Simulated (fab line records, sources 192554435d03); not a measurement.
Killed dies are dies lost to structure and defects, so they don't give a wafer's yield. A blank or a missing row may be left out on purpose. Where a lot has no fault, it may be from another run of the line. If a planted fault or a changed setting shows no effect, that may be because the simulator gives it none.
What tool caused it? / flow n5_finfet / 6 lots with 18 wafers sampled at 9 steps, on a route of 1938 steps

WHAT THE GAUGES READ, wafer by wafer
N5_BEOL_M4_RC_MEAS_101. Usual: DIBL_N 36.5 mV/V, standard deviation 1.9; DIBL_P 36.4 mV/V, standard deviation 2.4; IOFF_N 0.16 nA/um, standard deviation 0.037; IOFF_P 0.22 nA/um, standard deviation 0.045; ION_N 674 uA/um, standard deviation 13; ION_P 463 uA/um, standard deviation 8.2; SS_N 71.7 mV/dec, standard deviation 0.67; SS_P 73.3 mV/dec, standard deviation 0.74; VT_N 250 mV, standard deviation 3.8; VT_P -249 mV, standard deviation 3.7.
lot=L720; measured=day 9 13:31; on=prober-02; DIBL_N (mV/V)=36.6 36.5 34.6; DIBL_P (mV/V)=38.4 38.1 35.2; IOFF_N (nA/um)=0.16 0.15 0.13; IOFF_P (nA/um)=0.24 0.24 0.19; ION_N (uA/um)=672 661 673; ION_P (uA/um)=462 460 465; SS_N (mV/dec)=72.8 72.5 70.8; SS_P (mV/dec)=73.2 74.1 72.4; VT_N (mV)=250 252 250; VT_P (mV)=-247 -247 -250; flag=
lot=L721; measured=day 9 15:46; on=prober-02; DIBL_N (mV/V)=33.6 32.6 33.3; DIBL_P (mV/V)=35.6 34.5 34.8; IOFF_N (nA/um)=0.14 0.11 0.13; IOFF_P (nA/um)=0.19 0.16 0.17; ION_N (uA/um)=687 658 666; ION_P (uA/um)=471 459 458; SS_N (mV/dec)=71.1 69.7 71.4; SS_P (mV/dec)=72.9 72.3 72.2; VT_N (mV)=249 257 253; VT_P (mV)=-251 -253 -254; flag=
lot=L724; measured=day 10 09:20; on=prober-01; DIBL_N (mV/V)=35.7 36.9 36.1; DIBL_P (mV/V)=35.8 36.3 35.9; IOFF_N (nA/um)=0.15 0.15 0.15; IOFF_P (nA/um)=0.23 0.22 0.23; ION_N (uA/um)=673 662 674; ION_P (uA/um)=466 455 465; SS_N (mV/dec)=71.4 71.8 71.2; SS_P (mV/dec)=73.9 74.3 72.7; VT_N (mV)=249 252 249; VT_P (mV)=-247 -248 -247; flag=
lot=L725; measured=day 10 09:35; on=prober-02; DIBL_N (mV/V)=34.7 35.4 36.3; DIBL_P (mV/V)=34.9 36.1 37.3; IOFF_N (nA/um)=0.15 0.15 0.19; IOFF_P (nA/um)=0.19 0.20 0.23; ION_N (uA/um)=676 678 699; ION_P (uA/um)=462 462 477; SS_N (mV/dec)=71.5 72.3 71.9; SS_P (mV/dec)=72.6 73.1 72.8; VT_N (mV)=251 251 245; VT_P (mV)=-250 -254 -248; flag=
lot=L732; measured=day 12 08:17; on=prober-02; DIBL_N (mV/V)=36.9 33.9 36.2; DIBL_P (mV/V)=36.6 33.6 36.3; IOFF_N (nA/um)=0.17 0.13 0.16; IOFF_P (nA/um)=0.23 0.18 0.22; ION_N (uA/um)=667 665 680; ION_P (uA/um)=461 459 465; SS_N (mV/dec)=72.0 70.8 72.0; SS_P (mV/dec)=73.4 72.9 73.0; VT_N (mV)=251 251 252; VT_P (mV)=-250 -252 -250; flag=
lot=L736; measured=day 13 13:59; on=prober-02; DIBL_N (mV/V)=35.2 37.6 34.8; DIBL_P (mV/V)=34.4 35.5 33.1; IOFF_N (nA/um)=0.12 0.16 0.11; IOFF_P (nA/um)=0.17 0.18 0.15; ION_N (uA/um)=658 667 645; ION_P (uA/um)=450 453 440; SS_N (mV/dec)=70.9 71.8 71.3; SS_P (mV/dec)=72.6 72.7 73.1; VT_N (mV)=254 250 257; VT_P (mV)=-253 -253 -256; flag=

N5_BEOL_M10_INSPECT_30: inspects for defects (brightfield). Usual: raw_defect_count reads 409 (standard deviation 74).
lot=L720; measured=day 11 08:17; on=defect_inspect-02; raw_defect_count=326 325 498; flag=
lot=L721; measured=day 11 18:42; on=defect_inspect-01; raw_defect_count=445 433 520; flag=
lot=L724; measured=day 12 13:02; on=defect_inspect-01; raw_defect_count=472 504 387; flag=
lot=L725; measured=day 12 10:56; on=defect_inspect-01; raw_defect_count=416 512 437; flag=
lot=L732; measured=day 14 11:11; on=defect_inspect-01; raw_defect_count=359 356 435; flag=
lot=L736; measured=day 15 21:01; on=defect_inspect-02; raw_defect_count=383 368 357; flag=

N5_BEOL_M10_OCD_MEAS_38. Usual: trench_depth_nm reads 147.4 nm (standard deviation 2.6).
lot=L720; measured=day 11 09:24; on=ocd-01; trench_depth_nm (nm)=147.8 145.2 150.8; flag=
lot=L721; measured=day 11 19:13; on=ocd-01; trench_depth_nm (nm)=146.4 241.1 148.9; flag=OFF
lot=L724; measured=day 12 13:37; on=ocd-01; trench_depth_nm (nm)=148.5 149.0 142.0; flag=
lot=L725; measured=day 12 11:49; on=ocd-02; trench_depth_nm (nm)=148.8 146.3 144.3; flag=
lot=L732; measured=day 14 11:43; on=ocd-01; trench_depth_nm (nm)=146.2 151.3 149.6; flag=
lot=L736; measured=day 15 21:59; on=ocd-02; trench_depth_nm (nm)=147.7 151.5 146.8; flag=

N5_BEOL_M10_THK_MEAS_53: measures by xrf. Usual: M10_THK 136 nm, standard deviation 3.
lot=L720; measured=day 11 13:42; on=film_metro-01; M10_THK (nm)=135 135 138; flag=
lot=L721; measured=day 11 21:29; on=film_metro-01; M10_THK (nm)=135 226 136; flag=OFF
lot=L724; measured=day 12 15:41; on=film_metro-02; M10_THK (nm)=137 137 130; flag=
lot=L725; measured=day 12 13:53; on=film_metro-02; M10_THK (nm)=141 136 136; flag=
lot=L732; measured=day 14 14:14; on=film_metro-01; M10_THK (nm)=136 140 137; flag=
lot=L736; measured=day 16 00:23; on=film_metro-01; M10_THK (nm)=134 137 133; flag=

N5_BEOL_M10_RS_MEAS_57: a four-point-probe measurement. Usual: M10_RS 0.153 ohm/sq, standard deviation 0.0035.
lot=L720; measured=day 11 13:50; on=film_metro-02; M10_RS (ohm/sq)=0.154 0.155 0.150; flag=
lot=L721; measured=day 11 21:38; on=film_metro-01; M10_RS (ohm/sq)=0.154 0.087 0.152; flag=OFF
lot=L724; measured=day 12 15:49; on=film_metro-02; M10_RS (ohm/sq)=0.152 0.151 0.160; flag=
lot=L725; measured=day 12 14:02; on=film_metro-02; M10_RS (ohm/sq)=0.149 0.155 0.155; flag=
lot=L732; measured=day 14 14:23; on=film_metro-01; M10_RS (ohm/sq)=0.153 0.148 0.151; flag=
lot=L736; measured=day 16 00:31; on=film_metro-01; M10_RS (ohm/sq)=0.153 0.150 0.154; flag=

N5_BEOL_M15_RC_MEAS_101. Usual: etest_temp_c 25.01 C, standard deviation 0.094; COMB_M11 1.47e-11 S/m, standard deviation 3e-12; COMB_M12 6.5e-12 S/m, standard deviation 1.1e-12; COMB_M13 5.1e-12 S/m, standard deviation 1e-12; COMB_M14 3.9e-12 S/m, standard deviation 7.9e-13; COMB_M15 2.7e-12 S/m, standard deviation 5.8e-13; COMB_M15_max_site 3.8e-12 S/m, standard deviation 9.4e-13; COMB_M5 3.6e-11 S/m, standard deviation 7.5e-12; COMB_M6 2.5e-11 S/m, standard deviation 4.6e-12; COMB_M7 2.6e-11 S/m, standard deviation 5.3e-12; COMB_M8 2.6e-11 S/m, standard deviation 4.7e-12; COMB_M8_max_site 3.7e-11 S/m, standard deviation 8.2e-12; COMB_M9 1.49e-11 S/m, standard deviation 2.6e-12; SERP_M10 3.12 ohm/um, standard deviation 0.087; SERP_M10_max_site 3.22 ohm/um, standard deviation 0.094; SERP_M11 3.10 ohm/um, standard deviation 0.065; SERP_M12 0.650 ohm/um, standard deviation 0.018; SERP_M12_max_site 0.663 ohm/um, standard deviation 0.019; SERP_M13 0.313 ohm/um, standard deviation 0.0052; SERP_M14 0.162 ohm/um, standard deviation 0.0039; SERP_M5 39.3 ohm/um, standard deviation 1.6; SERP_M5_max_site 41.0 ohm/um, standard deviation 1.8; SERP_M6 14.2 ohm/um, standard deviation 0.6; SERP_M7 13.9 ohm/um, standard deviation 0.56; SERP_M8 14.0 ohm/um, standard deviation 0.63; SERP_M8_max_site 14.5 ohm/um, standard deviation 0.66; SERP_M9 3.08 ohm/um, standard deviation 0.065.
lot=L720; measured=day 12 22:22; on=prober-02; etest_temp_c (C)=25.11 25.02 25.06; COMB_M11 (S/m)=1.67e-11 1.59e-11 1.07e-11; COMB_M12 (S/m)=5.3e-12 5.5e-12 6.5e-12; COMB_M13 (S/m)=3.7e-12 3.2e-12 4.4e-12; COMB_M14 (S/m)=3.1e-12 4.2e-12 4.1e-12; COMB_M15 (S/m)=2.6e-12 2.5e-12 2.3e-12; COMB_M15_max_site (S/m)=5.2e-12 3.8e-12 3.3e-12; COMB_M5 (S/m)=4.9e-11 2.9e-11 5.1e-11; COMB_M6 (S/m)=3.6e-11 2.3e-11 3.5e-11; COMB_M7 (S/m)=2.2e-11 3e-11 2e-11; COMB_M8 (S/m)=2.2e-11 2.3e-11 2.8e-11; COMB_M8_max_site (S/m)=4.2e-11 2.7e-11 3.7e-11; COMB_M9 (S/m)=1.24e-11 1.33e-11 1.31e-11; SERP_M10 (ohm/um)=3.11 3.08 2.99; SERP_M10_max_site (ohm/um)=3.20 3.12 3.08; SERP_M11 (ohm/um)=3.03 3.07 3.02; SERP_M12 (ohm/um)=0.666 0.656 0.670; SERP_M12_max_site (ohm/um)=0.686 0.664 0.678; SERP_M13 (ohm/um)=0.315 0.310 0.316; SERP_M14 (ohm/um)=0.167 0.160 0.162; SERP_M5 (ohm/um)=39.9 38.6 40.0; SERP_M5_max_site (ohm/um)=41.7 39.5 40.7; SERP_M6 (ohm/um)=13.7 14.3 14.7; SERP_M7 (ohm/um)=14.6 13.8 14.2; SERP_M8 (ohm/um)=13.1 13.8 14.1; SERP_M8_max_site (ohm/um)=14.1 14.2 14.6; SERP_M9 (ohm/um)=3.01 3.06 3.03; flag=
lot=L721; measured=day 13 14:20; on=prober-01; etest_temp_c (C)=25.10 24.93 24.98; COMB_M11 (S/m)=1e-11 1.3e-11 1.2e-11; COMB_M12 (S/m)=6.8e-12 5.9e-12 5.7e-12; COMB_M13 (S/m)=5.6e-12 5e-12 5.3e-12; COMB_M14 (S/m)=4.1e-12 4.2e-12 4.2e-12; COMB_M15 (S/m)=3.9e-12 3.1e-12 3.1e-12; COMB_M15_max_site (S/m)=5e-12 4.2e-12 4.6e-12; COMB_M5 (S/m)=4e-11 3.9e-11 3.6e-11; COMB_M6 (S/m)=1.9e-11 1.9e-11 2.7e-11; COMB_M7 (S/m)=3.1e-11 2.1e-11 2.6e-11; COMB_M8 (S/m)=2.5e-11 3.3e-11 2e-11; COMB_M8_max_site (S/m)=3.4e-11 4.6e-11 3.1e-11; COMB_M9 (S/m)=1.4e-11 1.52e-11 1.26e-11; SERP_M10 (ohm/um)=3.12 1.77 3.09; SERP_M10_max_site (ohm/um)=3.21 1.85 3.14; SERP_M11 (ohm/um)=3.09 3.12 3.13; SERP_M12 (ohm/um)=0.651 0.656 0.652; SERP_M12_max_site (ohm/um)=0.661 0.671 0.666; SERP_M13 (ohm/um)=0.309 0.312 0.306; SERP_M14 (ohm/um)=0.165 0.169 0.160; SERP_M5 (ohm/um)=39.5 38.7 40.3; SERP_M5_max_site (ohm/um)=41.2 39.8 42.3; SERP_M6 (ohm/um)=14.5 14.1 14.7; SERP_M7 (ohm/um)=12.8 13.2 13.7; SERP_M8 (ohm/um)=14.2 15.2 14.8; SERP_M8_max_site (ohm/um)=14.6 15.9 15.6; SERP_M9 (ohm/um)=3.09 3.07 3.00; flag=OFF
lot=L724; measured=day 14 11:02; on=prober-02; etest_temp_c (C)=25.09 25.12 25.04; COMB_M11 (S/m)=1.57e-11 1.2e-11 1.52e-11; COMB_M12 (S/m)=7.9e-12 7.9e-12 7e-12; COMB_M13 (S/m)=4e-12 3.3e-12 5.9e-12; COMB_M14 (S/m)=3.6e-12 4.2e-12 3.3e-12; COMB_M15 (S/m)=2.3e-12 1.2e-12 1.7e-12; COMB_M15_max_site (S/m)=4.4e-12 1.9e-12 2.7e-12; COMB_M5 (S/m)=3.2e-11 3.5e-11 3.5e-11; COMB_M6 (S/m)=2.5e-11 3e-11 3.2e-11; COMB_M7 (S/m)=2.4e-11 2.7e-11 2.6e-11; COMB_M8 (S/m)=2.5e-11 2.4e-11 3.2e-11; COMB_M8_max_site (S/m)=3.9e-11 5.3e-11 3.9e-11; COMB_M9 (S/m)=1.72e-11 1.18e-11 1.89e-11; SERP_M10 (ohm/um)=3.10 3.02 3.25; SERP_M10_max_site (ohm/um)=3.17 3.11 3.34; SERP_M11 (ohm/um)=3.19 3.18 3.11; SERP_M12 (ohm/um)=0.634 0.642 0.657; SERP_M12_max_site (ohm/um)=0.651 0.658 0.671; SERP_M13 (ohm/um)=0.309 0.305 0.310; SERP_M14 (ohm/um)=0.165 0.165 0.163; SERP_M5 (ohm/um)=38.3 38.6 39.1; SERP_M5_max_site (ohm/um)=39.7 39.4 39.8; SERP_M6 (ohm/um)=14.0 13.4 13.9; SERP_M7 (ohm/um)=13.3 13.4 14.4; SERP_M8 (ohm/um)=15.1 13.5 13.3; SERP_M8_max_site (ohm/um)=15.3 13.9 14.4; SERP_M9 (ohm/um)=2.99 3.07 3.18; flag=
lot=L725; measured=day 14 07:40; on=prober-01; etest_temp_c (C)=24.94 24.94 24.94; COMB_M11 (S/m)=1.59e-11 1.51e-11 1.37e-11; COMB_M12 (S/m)=6e-12 6.3e-12 6.5e-12; COMB_M13 (S/m)=4.6e-12 4.5e-12 7.4e-12; COMB_M14 (S/m)=2.7e-12 3.6e-12 2.9e-12; COMB_M15 (S/m)=2.7e-12 3.1e-12 3.1e-12; COMB_M15_max_site (S/m)=3.3e-12 3.3e-12 4e-12; COMB_M5 (S/m)=6.5e-11 3.7e-11 4.4e-11; COMB_M6 (S/m)=2.6e-11 2.8e-11 3.5e-11; COMB_M7 (S/m)=2e-11 1.4e-11 3.1e-11; COMB_M8 (S/m)=2.7e-11 3.2e-11 3.4e-11; COMB_M8_max_site (S/m)=3.8e-11 5.5e-11 3.9e-11; COMB_M9 (S/m)=1.63e-11 1.53e-11 1.51e-11; SERP_M10 (ohm/um)=3.03 3.19 3.20; SERP_M10_max_site (ohm/um)=3.06 3.31 3.23; SERP_M11 (ohm/um)=3.12 3.13 3.11; SERP_M12 (ohm/um)=0.638 0.677 0.646; SERP_M12_max_site (ohm/um)=0.646 0.701 0.656; SERP_M13 (ohm/um)=0.316 0.315 0.310; SERP_M14 (ohm/um)=0.169 0.160 0.170; SERP_M5 (ohm/um)=39.9 39.9 37.6; SERP_M5_max_site (ohm/um)=41.5 42.2 39.6; SERP_M6 (ohm/um)=13.7 13.7 13.2; SERP_M7 (ohm/um)=13.8 14.5 14.5; SERP_M8 (ohm/um)=13.3 12.7 12.8; SERP_M8_max_site (ohm/um)=13.8 13.6 13.2; SERP_M9 (ohm/um)=3.01 3.08 2.97; flag=
lot=L732; measured=day 15 23:19; on=prober-01; etest_temp_c (C)=24.99 25.08 25.05; COMB_M11 (S/m)=1.67e-11 1.7e-11 1.7e-11; COMB_M12 (S/m)=5.9e-12 6.8e-12 7.2e-12; COMB_M13 (S/m)=6e-12 5.2e-12 5e-12; COMB_M14 (S/m)=5.2e-12 4.7e-12 5.2e-12; COMB_M15 (S/m)=3.1e-12 2e-12 2.8e-12; COMB_M15_max_site (S/m)=4.2e-12 2.3e-12 3.6e-12; COMB_M5 (S/m)=4.3e-11 4.3e-11 5.3e-11; COMB_M6 (S/m)=2.8e-11 2.5e-11 1.7e-11; COMB_M7 (S/m)=3.2e-11 2.8e-11 2.1e-11; COMB_M8 (S/m)=3.1e-11 3.3e-11 3.4e-11; COMB_M8_max_site (S/m)=5.3e-11 4.2e-11 5.3e-11; COMB_M9 (S/m)=1.73e-11 2.21e-11 1.29e-11; SERP_M10 (ohm/um)=3.05 2.97 3.07; SERP_M10_max_site (ohm/um)=3.12 3.11 3.23; SERP_M11 (ohm/um)=3.11 3.09 3.07; SERP_M12 (ohm/um)=0.667 0.649 0.681; SERP_M12_max_site (ohm/um)=0.683 0.669 0.685; SERP_M13 (ohm/um)=0.308 0.306 0.313; SERP_M14 (ohm/um)=0.154 0.161 0.163; SERP_M5 (ohm/um)=43.1 39.7 42.8; SERP_M5_max_site (ohm/um)=43.7 40.8 44.7; SERP_M6 (ohm/um)=14.0 13.6 14.7; SERP_M7 (ohm/um)=13.0 13.4 13.7; SERP_M8 (ohm/um)=13.5 13.6 14.2; SERP_M8_max_site (ohm/um)=14.0 14.0 14.8; SERP_M9 (ohm/um)=3.09 3.14 2.96; flag=
lot=L736; measured=day 17 03:32; on=prober-02; etest_temp_c (C)=24.88 24.98 24.94; COMB_M11 (S/m)=1.16e-11 1.43e-11 1.28e-11; COMB_M12 (S/m)=8.3e-12 8.1e-12 6.2e-12; COMB_M13 (S/m)=4.6e-12 4.2e-12 4.3e-12; COMB_M14 (S/m)=3.8e-12 3.6e-12 3.3e-12; COMB_M15 (S/m)=3.6e-12 2.3e-12 3.1e-12; COMB_M15_max_site (S/m)=5.1e-12 3.9e-12 4.2e-12; COMB_M5 (S/m)=2.7e-11 5.2e-11 3.9e-11; COMB_M6 (S/m)=2.6e-11 2.5e-11 2.1e-11; COMB_M7 (S/m)=1.6e-11 1.8e-11 2.8e-11; COMB_M8 (S/m)=2.8e-11 2.2e-11 3.4e-11; COMB_M8_max_site (S/m)=3.1e-11 3.9e-11 4.1e-11; COMB_M9 (S/m)=1.83e-11 1.93e-11 1.81e-11; SERP_M10 (ohm/um)=3.16 3.01 3.23; SERP_M10_max_site (ohm/um)=3.25 3.21 3.28; SERP_M11 (ohm/um)=3.16 3.10 3.09; SERP_M12 (ohm/um)=0.634 0.663 0.651; SERP_M12_max_site (ohm/um)=0.653 0.673 0.671; SERP_M13 (ohm/um)=0.323 0.323 0.315; SERP_M14 (ohm/um)=0.167 0.161 0.161; SERP_M5 (ohm/um)=37.7 38.8 37.9; SERP_M5_max_site (ohm/um)=38.2 39.9 41.1; SERP_M6 (ohm/um)=14.4 14.2 13.2; SERP_M7 (ohm/um)=13.6 13.1 13.2; SERP_M8 (ohm/um)=14.2 14.0 14.4; SERP_M8_max_site (ohm/um)=14.5 14.8 14.7; SERP_M9 (ohm/um)=3.16 3.07 3.16; flag=

EACH LOT AND THE TOOL THAT RAN IT (in order: tool; ch and the chambers of the sampled wafers; start)
lot=L720; N5_BEOL_M10_DESCUM_33=rie_diel-01 ch 1,2,3, day 11 08:54; N5_BEOL_M10_TRENCH_ETCH_37=rie_diel-01 ch 1,2,3, day 11 09:13; N5_BEOL_M10_SURFACE_TREAT_76=pvd_sputter-01, day 11 12:29
lot=L721; N5_BEOL_M10_DESCUM_33=rie_diel-01 ch 0,2,3, day 11 18:44; N5_BEOL_M10_TRENCH_ETCH_37=rie_diel-01 ch 0,2,3, day 11 19:02; N5_BEOL_M10_SURFACE_TREAT_76=pvd_sputter-01, day 11 20:27
lot=L724; N5_BEOL_M10_DESCUM_33=rie_diel-03 ch 1,2,3, day 12 13:08; N5_BEOL_M10_TRENCH_ETCH_37=rie_diel-03 ch 1,2,3, day 12 13:26; N5_BEOL_M10_SURFACE_TREAT_76=pvd_sputter-03, day 12 14:39
lot=L725; N5_BEOL_M10_DESCUM_33=rie_diel-05 ch 1,3, day 12 11:19; N5_BEOL_M10_TRENCH_ETCH_37=rie_diel-05 ch 1,3, day 12 11:37; N5_BEOL_M10_SURFACE_TREAT_76=pvd_sputter-02, day 12 12:51
lot=L732; N5_BEOL_M10_DESCUM_33=rie_diel-03 ch 0,1,3, day 14 11:13; N5_BEOL_M10_TRENCH_ETCH_37=rie_diel-03 ch 0,1,3, day 14 11:32; N5_BEOL_M10_SURFACE_TREAT_76=pvd_sputter-02, day 14 12:50
lot=L736; N5_BEOL_M10_DESCUM_33=rie_diel-01 ch 0,2, day 15 21:29; N5_BEOL_M10_TRENCH_ETCH_37=rie_diel-01 ch 0,2, day 15 21:48; N5_BEOL_M10_SURFACE_TREAT_76=pvd_sputter-01, day 15 23:01
- N5_BEOL_M10_DESCUM_33: chemistry O2, time 7.9 s.
- N5_BEOL_M10_TRENCH_ETCH_37: etches SiCOH lowk in C4F6/O2, target depth 148.83 nm, time 48 s.
- N5_BEOL_M10_SURFACE_TREAT_76

AS READ BY THE TOOLS THEMSELVES (means over the sampled wafers that have a number; for cases with no such wafer, the mark the record gives instead)
N5_BEOL_M10_DESCUM_33. Usual: drypump_motor_current_A 5.6 A (standard deviation 0.46); o2_flow_sccm 224.9 sccm (standard deviation 0.7); oes_product_au 0.78 a.u. (standard deviation 0.098); rf_vpp_V 242.8 V (standard deviation 1.6); showerhead_plenum_p_Torr 2.07 Torr (standard deviation 0.087); temp_c 39.99 C (standard deviation 0.11); throttle_valve_pct 20.38 % (standard deviation 0.22).
lot=L720; tool=rie_diel-01; drypump_motor_current_A (A)=5.9; o2_flow_sccm (sccm)=224.9; oes_product_au (a.u.)=0.78; rf_vpp_V (V)=242.5; showerhead_plenum_p_Torr (Torr)=2.01; temp_c (C)=40.06; throttle_valve_pct (%)=20.28; flag=
lot=L721; tool=rie_diel-01; drypump_motor_current_A (A)=5.8; o2_flow_sccm (sccm)=224.5; oes_product_au (a.u.)=0.83; rf_vpp_V (V)=242.6; showerhead_plenum_p_Torr (Torr)=2.03; temp_c (C)=39.97; throttle_valve_pct (%)=20.31; flag=
lot=L724; tool=rie_diel-03; drypump_motor_current_A (A)=5.8; o2_flow_sccm (sccm)=224.3; oes_product_au (a.u.)=0.72; rf_vpp_V (V)=244.0; showerhead_plenum_p_Torr (Torr)=2.15; temp_c (C)=39.97; throttle_valve_pct (%)=20.55; flag=
lot=L725; tool=rie_diel-05; drypump_motor_current_A (A)=5.5; o2_flow_sccm (sccm)=225.2; oes_product_au (a.u.)=0.70; rf_vpp_V (V)=243.0; showerhead_plenum_p_Torr (Torr)=2.06; temp_c (C)=40.07; throttle_valve_pct (%)=20.51; flag=
lot=L732; tool=rie_diel-03; drypump_motor_current_A (A)=5.4; o2_flow_sccm (sccm)=225.4; oes_product_au (a.u.)=0.81; rf_vpp_V (V)=244.3; showerhead_plenum_p_Torr (Torr)=2.14; temp_c (C)=40.02; throttle_valve_pct (%)=20.57; flag=
lot=L736; tool=rie_diel-01; drypump_motor_current_A (A)=5.7; o2_flow_sccm (sccm)=224.3; oes_product_au (a.u.)=0.79; rf_vpp_V (V)=242.6; showerhead_plenum_p_Torr (Torr)=2.02; temp_c (C)=40.01; throttle_valve_pct (%)=20.50; flag=

N5_BEOL_M10_TRENCH_ETCH_37. Usual: C4F6_flow_sccm 9.996 sccm, standard deviation 0.029; bias_w 185.0 W, standard deviation 0.53; drypump_motor_current_A 5.6 A, standard deviation 0.46; mfc_ar_sccm 300.2 sccm, standard deviation 0.99; oes_ar_750_au 0.78 a.u., standard deviation 0.089; oes_product_au 0.78 a.u., standard deviation 0.095; rf_vpp_V 658 V, standard deviation 14; showerhead_plenum_p_Torr 2.83 Torr, standard deviation 0.11; throttle_valve_pct 20.92 %, standard deviation 0.24.
lot=L720; tool=rie_diel-01; C4F6_flow_sccm (sccm)=9.993; bias_w (W)=185.5; drypump_motor_current_A (A)=5.9; mfc_ar_sccm (sccm)=299.7; oes_ar_750_au (a.u.)=0.79; oes_product_au (a.u.)=0.78; rf_vpp_V (V)=660; showerhead_plenum_p_Torr (Torr)=2.76; throttle_valve_pct (%)=20.87; flag=
lot=L721; tool=rie_diel-01; C4F6_flow_sccm (sccm)=10.018; bias_w (W)=184.9; drypump_motor_current_A (A)=5.8; mfc_ar_sccm (sccm)=299.8; oes_ar_750_au (a.u.)=0.82; oes_product_au (a.u.)=0.91; rf_vpp_V (V)=661; showerhead_plenum_p_Torr (Torr)=2.78; throttle_valve_pct (%)=20.89; flag=
lot=L724; tool=rie_diel-03; C4F6_flow_sccm (sccm)=10.035; bias_w (W)=185.2; drypump_motor_current_A (A)=5.8; mfc_ar_sccm (sccm)=299.6; oes_ar_750_au (a.u.)=0.74; oes_product_au (a.u.)=0.73; rf_vpp_V (V)=652; showerhead_plenum_p_Torr (Torr)=2.92; throttle_valve_pct (%)=21.02; flag=
lot=L725; tool=rie_diel-05; C4F6_flow_sccm (sccm)=9.972; bias_w (W)=184.7; drypump_motor_current_A (A)=5.6; mfc_ar_sccm (sccm)=301.1; oes_ar_750_au (a.u.)=0.70; oes_product_au (a.u.)=0.70; rf_vpp_V (V)=665; showerhead_plenum_p_Torr (Torr)=2.83; throttle_valve_pct (%)=21.15; flag=
lot=L732; tool=rie_diel-03; C4F6_flow_sccm (sccm)=9.970; bias_w (W)=185.2; drypump_motor_current_A (A)=5.4; mfc_ar_sccm (sccm)=300.2; oes_ar_750_au (a.u.)=0.82; oes_product_au (a.u.)=0.81; rf_vpp_V (V)=663; showerhead_plenum_p_Torr (Torr)=2.91; throttle_valve_pct (%)=21.07; flag=
lot=L736; tool=rie_diel-01; C4F6_flow_sccm (sccm)=10.015; bias_w (W)=184.6; drypump_motor_current_A (A)=5.7; mfc_ar_sccm (sccm)=300.8; oes_ar_750_au (a.u.)=0.78; oes_product_au (a.u.)=0.79; rf_vpp_V (V)=660; showerhead_plenum_p_Torr (Torr)=2.76; throttle_valve_pct (%)=21.06; flag=

THE ANSWER, worked out from the rows above alone
Rule: lot off if the mean of its wafers having a number is beyond 3 standard deviations from the usual mean. Also off: a lot with no number at a reading for which 4 or more lots have one. All remaining lots with rows at the step are treated as sound. Order of review: gauges by route order, followed by the tools' own readings, for which a lot's mean as printed above is used. At the first step where some lot is off, the reading lying furthest off is the one used; lots without a number count as furthest.
Off at N5_BEOL_M10_OCD_MEAS_38 (trench_depth_nm): L721.
A tool fits if, at a process step before that reading, it ran every lot that is off, and no sound lot after the first of them. Not tried: the gauges at N5_BEOL_M10_OCD_MEAS_38; whatever is off there is also off at N5_BEOL_M10_THK_MEAS_53, on other tools, and gauge error can't account for it. Of those tried, none fits.

WHAT THE SIMULATOR HAD PUT IN
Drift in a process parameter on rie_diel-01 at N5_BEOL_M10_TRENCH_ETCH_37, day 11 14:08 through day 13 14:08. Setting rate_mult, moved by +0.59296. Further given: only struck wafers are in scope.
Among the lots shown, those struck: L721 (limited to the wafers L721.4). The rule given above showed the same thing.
